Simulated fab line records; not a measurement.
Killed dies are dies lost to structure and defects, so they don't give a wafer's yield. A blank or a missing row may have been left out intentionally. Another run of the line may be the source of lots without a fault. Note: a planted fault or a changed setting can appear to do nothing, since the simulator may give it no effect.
fab line records	flow n5-finfet
record lots=5	wafers=15	last-day=18
route steps=1938 shown FIN_CUT@172 STI_FIN_REVEAL@183 DUMMY_GATE@212 BEOL_M4@1111 PASSIVATION@1936
lots with no fault: from the same line, run without faults
start-h: the number of hours between the record's first day and the start of the first shown wafer of the lot	wait-h: time in hours since the lot's previous step	" same as the row above	L1.1+2: a row that stands for several wafers	- no value, or no start given	* or withheld: withheld	< > ~ a bound
route shown NAME@n: names a module that has steps shown in the file, with the first one's number in the route	usual: mean/standard deviation taken from wafers without a fault	same: alike in all rows	chamber/n: place in a boat	sites: each site's reading	_std_site: standard deviation of those values	_edge_site: outer sites' mean less inner sites'	radius-mm: for every site, how far away it sits from the centre of the wafer	mask NAME#n: copy n	behind: tool/chamber where the wafer was last shaped	hold: reason for holding the lot/hours on hold/outcome of the hold	device: which transistor (n, p or np) failed to switch	end of line: at the end of the route, the tests of the same wafers	for a step that has no rows: nothing shown but its recipe	killed: dies that structure and defects cost at the first sort, which is not the same as the wafer's yield	map: shows each die of a wafer: x if killed, . if not, _ if none is there
set.NAME: the setting as run; set.NAME@STEP: as run at that earlier step	model.NAME: the simulator's own value behind a step, which no gauge read
lots at selected steps of the route; one table per step, one row per wafer
services: from which hour (start-h, from the record's first day; less than 0 if before it) a tool's chamber was out of use, for how many hours, and why
## steps
# step N5_FIN_CUT_STRIP_24
# recipe chemistry=CF4	resist=SiARC	power-w=300	bias-power-w=75	pressure-mtorr=50	cf4-flow-sccm=150	rf-frequency-hz=6e+07
# step N5_FIN_CUT_CUT_ETCH_26
# recipe chemistry=CH3F/O2	target=SiNx	target-depth-a=390	mask-material=SOC	time-s=55.7	pressure-mtorr=30	source-w=395	bias-w=73	Ar_flow_sccm=150	CH3F_flow_sccm=30	O2_flow_sccm=20	ion-energy-ev=120
# step N5_FIN_CUT_CUT_ETCH_27
# recipe chemistry=CHF3/O2	target=SiO2	target-depth-a=40	mask-material=SOC	overetch-a=20	time-s=4.9	pressure-mtorr=30	source-w=650	bias-w=170	Ar_flow_sccm=200	CHF3_flow_sccm=50	O2_flow_sccm=5	ion-energy-ev=200
# step N5_FIN_CUT_PRECLEAN_35
# recipe time-s=13.3	temp-c=45	pressure-torr=125	p-hf-torr=3	p-coreactant-torr=25	chemistry=vHF
# step N5_FIN_CUT_CUT_ETCH_15
# recipe chemistry=HBr/Cl2/O2	target=Si	target-depth-a=1000	bt-time-s=10	mask-material=SOC	time-s=42.4	ion-energy-ev=*	bias-w=*	pressure-mtorr=10	icp-w=800	HBr_flow_sccm=150	Cl2_flow_sccm=80	O2_flow_sccm=12
# step N5_FIN_CUT_CUT_ETCH_28
# recipe chemistry=HBr/Cl2/O2	target=Si	target-depth-a=60	mask-material=SOC	time-s=2.4	ion-energy-ev=*	bias-w=*	pressure-mtorr=10	icp-w=800	HBr_flow_sccm=150	Cl2_flow_sccm=80	O2_flow_sccm=12
# step N5_FIN_CUT_STRIP_22
# recipe chemistry=N2/H2	power-w=500	temp-c=40	pressure-mtorr=50	rf-frequency-hz=6e+07	overash-fraction=0.3	bias-power-w=8	h2-frac=0.5	n2-flow-sccm=300	h2-flow-sccm=300
# step N5_FIN_CUT_PRECLEAN_36
# recipe chemistry=O3/DIW	time-s=60	temp-c=22	o3-ppm=10
# step N5_FIN_CUT_SRD_32
# recipe dry=ipa-marangoni	time-s=30	temp-c=23	rinse-liquid=diw
# step N5_FIN_CUT_UV_OZONE_34
# recipe time-s=120	pressure-torr=760	temp-c=25
# step N5_STI_FIN_REVEAL_ALD_00
# recipe material=SiO2	target-thk-a=10	temp-c=300	ald-precursor-family=BDEAS	ald-co-reactant=O2-plasma	pulse-time-s=1	pressure-torr=2
# step N5_STI_FIN_REVEAL_ALD_14
# recipe material=Si3N4	target-thk-a=30	temp-c=400	ald-precursor-family=SiH2I2	ald-co-reactant=N2/H2-plasma	pressure-torr=2
# usual chamber-pressure-Torr=2.000/0.0045	heater-power-outer-w=523/53	heater-power-w=837/84
lot.wafer	tool	chamber	start-h	wait-h	chamber-pressure-Torr	heater-power-outer-w	heater-power-w
L320.1	ald-sin-03	3	71.14	0.0	1.993	531	794
L320.4	"	1	"	"	2.003	463	752
L320.6	"	3	"	"	1.991	539	792
L324.1	ald-sin-01	3	97.16	0.0	-	-	-
L324.3	"	1	"	"	-	-	-
L324.5	"	2	"	"	-	-	-
L325.1	ald-sin-01	2	103.97	0.0	-	-	-
L325.2	"	3	"	"	-	-	-
L325.6	"	1	"	"	-	-	-
L326.4	ald-sin-03	0	108.27	0.1	-	-	-
L326.5	"	3	"	"	-	-	-
L326.6	"	2	"	"	-	-	-
L335.2	ald-sin-04	0	160.85	0.0	2.004	475	802
L335.3	"	3	"	"	2.000	551	933
L335.6	"	3	"	"	1.995	555	906
# step N5_STI_FIN_REVEAL_FCVD_FILL_01
# recipe material=SiO2_flowable	target-thk-a=3120	temp-c=100	pressure-torr=0.8	rf-w=2000	time-s=512.2
# step N5_STI_FIN_REVEAL_DENSIFY_02
# recipe temp-c=650	ambient=steam	time-s=1800	idle-temp-c=400	densification-p-h2o-torr=640
# step N5_STI_FIN_REVEAL_CMP_04
# recipe stop-on=Si3N4	t-overpolish-s=4	down-force-psi=2	platen-rpm=54.18	post-cmp-clean=alkaline-brush	pad-velocity-m-s=1.078	target-thk-nm=131.83
# step N5_STI_FIN_REVEAL_DENSIFY_30
# recipe temp-c=*	time-s=*	ambient=N2	idle-temp-c=600	ramp-up-c-per-s=150	ramp-down-c-per-s=60	cool-to-c=600
# step N5_STI_FIN_REVEAL_ETCHBACK_08
# recipe chemistry=C4F6/O2	target=SiO2	target-depth-a=305	time-s=10.167	ion-energy-ev=250	pressure-mtorr=30	source-w=345	bias-w=185	Ar_flow_sccm=300	C4F6_flow_sccm=10	O2_flow_sccm=10
# step N5_STI_FIN_REVEAL_STRIP_24
# recipe chemistry=N2/H2	time-s=90	power-w=100	temp-c=40	pressure-mtorr=100	rf-frequency-hz=6e+07	bias-power-w=3	n2-flow-sccm=300	h2-flow-sccm=300
# step N5_STI_FIN_REVEAL_PRECLEAN_25
# recipe chemistry=SPM	time-s=90	temp-c=120	mix=4:1
# step N5_STI_FIN_REVEAL_PRECLEAN_26
# recipe chemistry=SC1	time-s=45	temp-c=46	mix=1:2:100
# step N5_STI_FIN_REVEAL_PRECLEAN_29
# recipe chemistry=DHF	time-s=30	temp-c=25	dilution=300:1
# step N5_STI_FIN_REVEAL_SRD_12
# recipe time-s=30	temp-c=23	rinse-liquid=diw	dry=ipa-marangoni
# step N5_STI_FIN_REVEAL_RECESS_09
# recipe chemistry=HF/NH3	target=SiO2	afs-cycles=11	target-depth-a=425	temp-c=30	sublimation-temp-c=180	sublimation-time-s=60
# step N5_STI_FIN_REVEAL_STRIP_16
# recipe chemistry=H3PO4	material=SiNx	temp-c=165	target-depth-a=238	overetch-fraction=0.4964	dry=ipa-marangoni
# step N5_STI_FIN_REVEAL_PRECLEAN_17
# recipe chemistry=NF3:NH3	afs-cycles=1	temp-c=30	time-s=20	sublimation-temp-c=180	sublimation-time-s=60	pressure-torr=3	rf-power-w=30
# step N5_STI_FIN_REVEAL_ETCH_34
# recipe chemistry=H2	mode=isotropic	material=Si	target=Si	target-depth-a=9.7	temp-c=20	pressure-mtorr=4.5	icp-w=300	bias-w=0	h2-flow-sccm=7.5	he-flow-sccm=142.5
# step N5_STI_FIN_REVEAL_OXIDATION_31
# recipe chemistry=O2_PLASMA_REMOTE	temp-c=150	time-s=20	pressure-mtorr=1000	source-power-w=2000	o2-flow-sccm=3000
# step N5_STI_FIN_REVEAL_PRECLEAN_32
# recipe chemistry=NF3:NH3	afs-cycles=1	temp-c=30	time-s=20	sublimation-temp-c=180	sublimation-time-s=60	pressure-torr=3	rf-power-w=30
# step N5_STI_FIN_REVEAL_STRIP_35
# recipe chemistry=H3PO4	material=Si3N4	temp-c=165	target-depth-a=40	time-s=39
# step N5_STI_FIN_REVEAL_SRD_21
# recipe dry=ipa-marangoni	time-s=30	temp-c=23	rinse-liquid=diw
# step N5_STI_FIN_REVEAL_OXIDATION_33
# recipe chemistry=O2_PLASMA_REMOTE	temp-c=150	time-s=20	pressure-mtorr=1000	source-power-w=2000	o2-flow-sccm=3000
# step N5_STI_FIN_REVEAL_CLEAN_19
# recipe chemistry=O3/DIW	temp-c=25	time-s=120	o3-ppm=10
# step N5_STI_FIN_REVEAL_SRD_23
# recipe dry=ipa-marangoni	time-s=30	temp-c=23	rinse-liquid=diw
# step N5_STI_FIN_REVEAL_PRECLEAN_18
# recipe chemistry=SC2	time-s=45	temp-c=35	mix=1:1:50
# step N5_STI_FIN_REVEAL_SRD_28
# recipe dry=ipa-marangoni	time-s=30	temp-c=23	rinse-liquid=diw
# step N5_DUMMY_GATE_PRECLEAN_00
# recipe chemistry=O3/DIW	time-s=60	temp-c=22	o3-ppm=10
# step N5_DUMMY_GATE_SRD_01
# recipe time-s=30	temp-c=23	rinse-liquid=diw	dry=ipa-marangoni
# step N5_BEOL_M4_RC_MEAS_101
# usual DIBL_N=36.3/1.9	DIBL_P=36.0/2.1	IOFF_N=0.16/0.031	IOFF_P=0.21/0.035	ION_N=675/14	ION_P=464/8.5	SS_N=71.5/0.6	SS_P=73.3/0.72	VT_N=250/3.2	VT_P=-250/3.1
lot.wafer	tool	chamber	start-h	wait-h	DIBL_N[mV/V]	DIBL_P[mV/V]	IOFF_N[nA/um]	IOFF_P[nA/um]	ION_N[uA/um]	ION_P[uA/um]	SS_N[mV/dec]	SS_P[mV/dec]	VT_N[mV]	VT_P[mV]
L320.1	prober-02	0	207.11	0.0	36.8	36.1	0.15	0.24	678	469	70.9	73.2	248	-246
L320.4	"	0	"	"	40.4	39.5	0.21	0.30	687	476	72.2	73.4	245	-245
L320.6	"	0	"	"	38.9	37.4	0.19	0.25	683	467	71.8	73.2	249	-245
L324.1	prober-01	0	295.46	0.0	37.8	35.8	0.18	0.22	679	465	70.9	72.6	251	-249
L324.3	"	0	"	"	34.0	32.2	0.12	0.18	685	467	70.2	72.3	255	-248
L324.5	"	0	"	"	37.2	36.0	0.18	0.24	704	478	71.2	73.6	246	-247
L326.4	prober-02	0	320.52	0.5	36.7	36.3	0.15	0.21	676	460	72.0	73.5	252	-249
L326.5	"	0	"	"	36.8	37.2	0.16	0.22	674	461	71.2	73.9	251	-254
L326.6	"	0	"	"	34.8	34.3	0.12	0.18	658	454	71.0	72.8	255	-253
L335.2	prober-02	0	324.74	0.2	35.5	35.9	0.15	0.22	698	483	71.4	73.2	249	-250
L335.3	"	0	"	"	33.4	33.9	0.11	0.20	652	462	71.5	71.7	255	-248
L335.6	"	0	"	"	34.1	34.3	0.13	0.20	683	478	72.3	72.5	253	-250
L325.1	prober-01	0	326.65	0.0	35.8	34.8	0.16	0.22	689	470	71.8	72.6	247	-246
L325.2	"	0	"	"	35.5	34.5	0.15	0.20	668	456	72.2	72.9	249	-249
L325.6	"	0	"	"	36.1	37.3	0.18	0.26	683	474	71.6	72.8	247	-248
# step N5_PASSIVATION_PROBE_49
# usual defect-limited-yield=91.0/1.5	killed_at_M0_to_M3=32/9.6	killed_at_M4_up=13/4.7	killed-at-contacts=13/7.2	killed-at-front-end=44/13	killed-at-other=4/3.4	killed-dies=106/18	killed-on-rim=14/4.2	killed-open=70/13	killed-short=35/8	sort_bin_5_function=5.3/0.97	sort_bin_6_memory=3.4/0.73	sort_bin_8_speed=0.00/0.036	sort-n-pass=1074/18	sort-yield-pct=91.0/1.5
# same gross-dies=1180	killed-at-back-side=0	sort_bin_4_leakage[%]=0
lot.wafer	tool	chamber	start-h	wait-h	defect-limited-yield[%]	killed_at_M0_to_M3	killed_at_M4_up	killed-at-contacts	killed-at-front-end	killed-at-other	killed-dies	killed-on-rim	killed-open	killed-short	sort_bin_5_function[%]	sort_bin_6_memory[%]	sort_bin_8_speed[%]	sort-n-pass	sort-yield-pct[%]
L320.1	prober-02	-	290.48	0.0	94.6	20	10	4	29	1	64	14	42	21	2.7	2.5	0	1116	94.6
L320.4	prober-02	-	290.63	0.2	92.2	29	16	4	40	3	92	13	54	38	4.3	3.2	0	1088	92.2
L320.6	prober-02	-	290.73	0.3	91.7	28	17	7	45	1	98	12	64	29	4.6	3.1	0.08	1082	91.7
L324.1	prober-01	-	402.40	0.0	49.9	44	12	5	529	1	591	125	82	40	45.7	3.9	0	589	49.9
L324.3	prober-01	-	402.50	0.1	46.6	53	16	18	539	4	630	30	104	58	47.3	5.6	0	550	46.6
L324.5	prober-01	-	402.60	0.2	48.3	39	9	8	552	2	610	65	103	46	46.5	4.8	0	570	48.3
L335.2	prober-01	-	432.59	0.1	92.4	25	8	8	44	5	90	13	65	25	4.7	2.5	0	1090	92.4
L335.3	prober-01	-	432.64	0.1	90.4	34	17	9	50	3	113	14	73	36	5.6	3.6	0	1067	90.4
L335.6	prober-01	-	432.79	0.3	93.1	17	18	13	30	4	82	13	55	27	4.3	2.4	0	1098	93.1
L325.1	prober-02	-	442.10	0.0	47.9	38	15	22	539	1	615	64	79	40	48.1	3.5	0	565	47.9
L325.2	prober-02	-	442.15	0.1	49.4	24	15	19	537	2	597	136	66	26	46.4	3.6	0	583	49.4
L325.6	prober-02	-	442.35	0.3	48.9	29	29	28	512	5	603	32	98	32	47.5	3.3	0	577	48.9
L326.4	prober-01	-	442.42	0.2	51.6	45	16	3	500	7	571	31	80	32	44.7	3.5	0	609	51.6
L326.5	prober-01	-	442.47	0.2	48.1	49	16	4	542	2	613	139	78	24	48.2	3.5	0	567	48.1
L326.6	prober-01	-	442.52	0.3	51.4	30	12	8	521	3	574	144	67	29	45.8	2.5	0	606	51.4
# killed by level:class
L320.1 STI_FIN_REVEAL:geometric-particle:open=7 FIN_SAQP:geometric-particle:short=5 BEOL_M0_SAQP:geometric-particle:open=5 BEOL_M0_SAQP:geometric-particle:short=5 DUMMY_GATE:geometric-particle:open=4 MOL_CONTACT_COAG:geometric-particle:open=4 BEOL_M5:geometric-particle:open=4 GATE_CUT:geometric-particle:open=3
L320.4 BEOL_M0_SAQP:geometric-particle:short=9 FIN_SAQP:geometric-particle:short=6 STI_FIN_REVEAL:geometric-particle:open=6 GATE_CUT:geometric-particle:open=6 FIN_SAQP:geometric-particle:open=5 DUMMY_GATE:geometric-particle:open=5 GATE_CUT:geometric-particle:short=5 BEOL_M0_SAQP:geometric-particle:open=5
L320.6 BEOL_M4:geometric-particle:open=13 FIN_SAQP:geometric-particle:short=12 MOL_CONTACT_COAG:geometric-particle:open=7 STI_FIN_REVEAL:geometric-particle:open=6 BEOL_M0:geometric-particle:open=6 DUMMY_GATE:geometric-particle:open=5 BEOL_M0_SAQP:geometric-particle:short=5 BEOL_M2:geometric-particle:open=5
L324.1 STI_FIN_REVEAL:area-ald=466 FIN_SAQP:geometric-particle:open=20 BEOL_M0_SAQP:geometric-particle:open=15 STI_FIN_REVEAL:geometric-particle:open=12 BEOL_M0_SAQP:geometric-particle:short=12 DUMMY_GATE:geometric-particle:open=7 FIN_SAQP:geometric-particle:short=5 STI_FIN_REVEAL:geometric-particle:short=4
L324.3 STI_FIN_REVEAL:area-ald=466 FIN_SAQP:geometric-particle:open=19 STI_FIN_REVEAL:geometric-particle:open=18 BEOL_M0_SAQP:geometric-particle:short=17 BEOL_M0_SAQP:geometric-particle:open=13 MOL_CONTACT_COAG:geometric-particle:open=13 FIN_SAQP:geometric-particle:short=10 BEOL_M0:geometric-particle:open=8
L324.5 STI_FIN_REVEAL:area-ald=460 FIN_SAQP:geometric-particle:open=29 STI_FIN_REVEAL:geometric-particle:open=18 FIN_SAQP:geometric-particle:short=14 DUMMY_GATE:geometric-particle:open=13 BEOL_M0_SAQP:geometric-particle:open=12 BEOL_M0_SAQP:geometric-particle:short=12 MOL_CONTACT_COAG:geometric-particle:open=7
L335.2 FIN_SAQP:geometric-particle:short=11 STI_FIN_REVEAL:geometric-particle:open=11 FIN_SAQP:geometric-particle:open=9 BEOL_M0_SAQP:geometric-particle:open=9 MOL_CONTACT_COAG:geometric-particle:open=7 DUMMY_GATE:geometric-particle:open=6 BEOL_M2:geometric-particle:open=5 BEOL_M1:geometric-particle:open=4
L335.3 STI_FIN_REVEAL:geometric-particle:open=12 MOL_CONTACT_COAG:geometric-particle:open=9 BEOL_M0_SAQP:geometric-particle:short=9 FIN_SAQP:geometric-particle:open=8 FIN_SAQP:geometric-particle:short=8 BEOL_M1:geometric-particle:open=8 BEOL_M0_SAQP:geometric-particle:open=7 BEOL_M4:geometric-particle:open=6
L335.6 BEOL_M4:geometric-particle:open=10 MOL_CONTACT_COAG:geometric-particle:open=9 FIN_SAQP:geometric-particle:short=6 BEOL_M1:geometric-particle:open=6 MOL_CONTACT_COAG:geometric-particle:short=4 STI_FIN_REVEAL:geometric-particle:open=3 DUMMY_GATE:geometric-particle:open=3 ILD0:geometric-particle:short=3
L325.1 STI_FIN_REVEAL:area-ald=493 FIN_SAQP:geometric-particle:open=17 MOL_CONTACT_COAG:geometric-particle:open=16 FIN_SAQP:geometric-particle:short=12 BEOL_M0_SAQP:geometric-particle:open=10 BEOL_M4:geometric-particle:open=10 BEOL_M0_SAQP:geometric-particle:short=7 MOL_CONTACT_COAG:geometric-particle:short=6
L325.2 STI_FIN_REVEAL:area-ald=499 FIN_SAQP:geometric-particle:open=15 MOL_CONTACT_COAG:geometric-particle:open=14 BEOL_M4:geometric-particle:open=10 BEOL_M0_SAQP:geometric-particle:short=6 MOL_CONTACT_COAG:geometric-particle:short=5 BEOL_M0_SAQP:geometric-particle:open=5 HKMG_FIN:area-etch=5
L325.6 STI_FIN_REVEAL:area-ald=471 MOL_CONTACT_COAG:geometric-particle:open=22 BEOL_M4:geometric-particle:open=18 FIN_SAQP:geometric-particle:open=10 DUMMY_GATE:geometric-particle:open=9 BEOL_M0_SAQP:geometric-particle:short=9 BEOL_M1:geometric-particle:open=7 MOL_CONTACT_COAG:geometric-particle:short=6
L326.4 STI_FIN_REVEAL:area-ald=458 BEOL_M2:geometric-particle:open=10 BEOL_M0:geometric-particle:open=9 FIN_SAQP:geometric-particle:open=8 STI_FIN_REVEAL:geometric-particle:open=7 BEOL_M3:geometric-particle:open=6 FIN_SAQP:geometric-particle:short=5 DUMMY_GATE:geometric-particle:open=5
L326.5 STI_FIN_REVEAL:area-ald=511 BEOL_M0_SAQP:geometric-particle:open=11 BEOL_M2:geometric-particle:open=10 BEOL_M4:geometric-particle:open=9 FIN_SAQP:geometric-particle:open=8 BEOL_M1:geometric-particle:open=8 BEOL_M3:geometric-particle:open=6 FIN_SAQP:geometric-particle:short=5
L326.6 STI_FIN_REVEAL:area-ald=478 STI_FIN_REVEAL:geometric-particle:open=10 FIN_SAQP:geometric-particle:short=9 BEOL_M1:geometric-particle:open=8 FIN_SAQP:geometric-particle:open=7 MOL_CONTACT_COAG:geometric-particle:open=7 BEOL_M0_SAQP:geometric-particle:open=6 BEOL_M3:geometric-particle:open=5
# map L324.3 (x killed, . not)
_________________...x...x...x________________
______________x.x.xxx........x.._____________
___________......x.x.x.x..xx..xx...__________
__________.....x..xxx....x.x.x...xx._________
________...x.....xxx.x.x.xxx.x..xxx..x_______
_______....x...xxxx.x....x.xx.x..x....x______
______xx...xxx..xxxxxxxx.x.xxx.....xx..x_____
_____.....x.x...xxx.x.xxx.xxxx.x....x....____
____.....x.xx..xxx..xxxxxxxxxxxx...x..xxx.___
___....x...x.xxxxx.xxxxxx..xxxx...xx...x..x__
___.xx.x..x.x.xxx....xx.x..xxxxx.x..x......__
__......x.xxxxx.x.xxx.xxxxxxxx...xx..xx..x.._
__.....xx.xxx.xxxxxxxxxxxxxxxxxxx.xx.x...xx._
_xx.x.x..x..xxxxxxxxxxxxxx.xxxxxxxxx..xx....x
_......x...xxxxxxxxxxxxxxxxxxxxxx..xxx.......
_.xx.x.xx.xx.x.xxxxxxxxxxxxx.xxxx.xx.xxx.....
_.....x..xxxxx.xxxxxxxxxxxxxxxxxxx.xx..x...x.
_......xxxx.xxx..xxxxxxxxxxxxxxxx.xxx...x....
_....xx.xx.x.xxxxxxxxxxxxxxxxxxxxxxx..xx....x
_.....xxx.xxx.xxxxxxxxxxxxxx.xxxxx.xxxx....x.
_x..xxx.xxx..x.xxxxxxxxxxxxxxxxx...x..x..x...
__.x.xxxxx...xxxxxxxxxxxxxxxx.x.xxxx.x..x..._
__....xxxx.xxxxxxx.xxxxxxx.xxxxx.xxx..xxxx.._
___.xx..x.xx.x..x.xxxxxxxxxxxxxxx.x..xx....__
___..x..x.x...xxxxxxxxxx.x.x.xx.xxxxx......__
____...x.xxxx.x.xxxxxxxxxxxxxxxx.xx.xx..x.___
_____...x.x.x....x.xxx..xxxxx..xxxxx.....____
______....xx..xx.xxxxx.xxxxx.xxx..x....x_____
_______......x.......x.x....x..x..x.x.x______
________.xx...x...x..x...xx..x...x...._______
__________.x.............x..x......._________
___________.......x..x....x.x......__________
______________.........x.....x.._____________
_________________.x..xx......________________
# map L325.1 (x killed, . not)
_________________.xx.xxxxxxxx________________
______________...x.x..xxxxxxxxxx_____________
___________xx.x.xxxx.x.xxxxx..xxxxx__________
__________.x.xx..x.xx.x.xxx.xxxx.xxx_________
________....xxxxx.x.xxxxx.xxxxxxxxxxxx_______
_______x..x.x.xx.x.xx.xxx..xxxxxxxxxxxx______
______......xx.x.x.xxxxx.xx.xxxxxxxxxx.._____
_____..xxx..x....xxxxxx.x.xx.xx.xxx.xxxxx____
____...x...xxxxxxxx.x.xxx.xx.xx.xxx.x.xxxx___
___..xx...x.xx.xxx.xxxxx...xxxxxxxxxxxxx.xx__
___.x.....x.xxxx..xxxxx.xxx.xxxxxxxx.xx.xx.__
__.......xx.x..x..x.xxxxxxxxxxx.xxxxxx.xxxxx_
__..x..x.x..x.xxxxx.xxx..xx..x.xxxxxxxxxxxxx_
_x....x.x.....x.x..xxxx..xx.xxxxxxxxxxxxxx.xx
_....xx....xx.xx.xxxxxx.x..xxxxxxxxxxxxxx.xxx
_....x..x.x.x.x.x.......xxxxxxx.xxxx.xxxxxxx.
_..x..........xxx.x.xx.xxx.x..xxxx.x.x.xx.xx.
_....x..x...x..x.xx.x.xxxxxxxx.x.x.xxxxxxx.xx
_...x.......xx.x...xxxxxx.x.xxxx.x..x.xxxxxxx
_...........x....xx.xxxx.xxx..xxxxxxx.x.xxx..
_....xx.x...x....x.xxxxxx..xx.x.xxxx..xxxxxxx
__......x.x......x...x.xxxxxx.xxxx.xxxx...x._
__.x.x...x...x...x.....xxxxxxx.xxx.x.xxx.x.._
___x.x.....x..x..x....x..x..xxx..xxxxxxxx.x__
___.x...............xxx.x......x.xx.x.x.x.x__
____.......x.........xx.xxx.x..xx...x.xx.x___
_____..x............x..x.....xxxx..x.x.x.____
______..x.......x.x....x..x.xx..xxxx.x.x_____
_______.......x....xx..x...x....x....x.______
________..x.....x..x........xxx.x....._______
__________...x....x...x..x.xx..x...x_________
___________..x...x.....x.....x.....__________
______________................xx_____________
_________________...x...x....________________
## services
tool	chamber	start-h	hours	kind
ald-sin-01	0	64.24	46.6	repair
ald-sin-01	3	77.88	15.3	repair
ald-sin-01	2	78.13	2.4	repair
ald-sin-03	-	85.52	14.0	pm
ald-sin-03	0	85.52	14.0	vent-cycle
ald-sin-03	1	85.52	31.7	vent-cycle
ald-sin-03	2	85.52	14.0	vent-cycle
ald-sin-03	3	85.52	14.0	vent-cycle
ald-sin-03	0	99.52	-	clean
ald-sin-03	2	99.52	-	clean
ald-sin-03	3	99.52	-	clean
ald-sin-03	-	111.24	6.0	pm
ald-sin-03	1	120.41	-	calibration
ald-sin-03	-	157.30	0.3	repair
## key
first-sign step=N5_STI_FIN_REVEAL_ALD_14	reading=tool-record	direction=missing
effect step=N5_PASSIVATION_PROBE_49	reading=sort_bin_5_function	direction=up	sigmas=43	usual=5.3	struck=46.7
more-kills-born-at N5_STI_FIN_REVEAL_ALD_14@ald-sin-01=2834	N5_STI_FIN_REVEAL_ALD_14@ald-sin-03=1445
met-at N5_STI_FIN_REVEAL_ALD_14
struck-wafers L324.1,L324.3,L324.5,L325.1,L325.2,L325.6,L326.4,L326.5,L326.6
onset-between 71.14 97.16
fault kind=skipped-step-whole	tool=ald-sin-01,ald-sin-03	chamber=-	onset-h=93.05	steps=N5_STI_FIN_REVEAL_ALD_14	scope=struck-lots-only
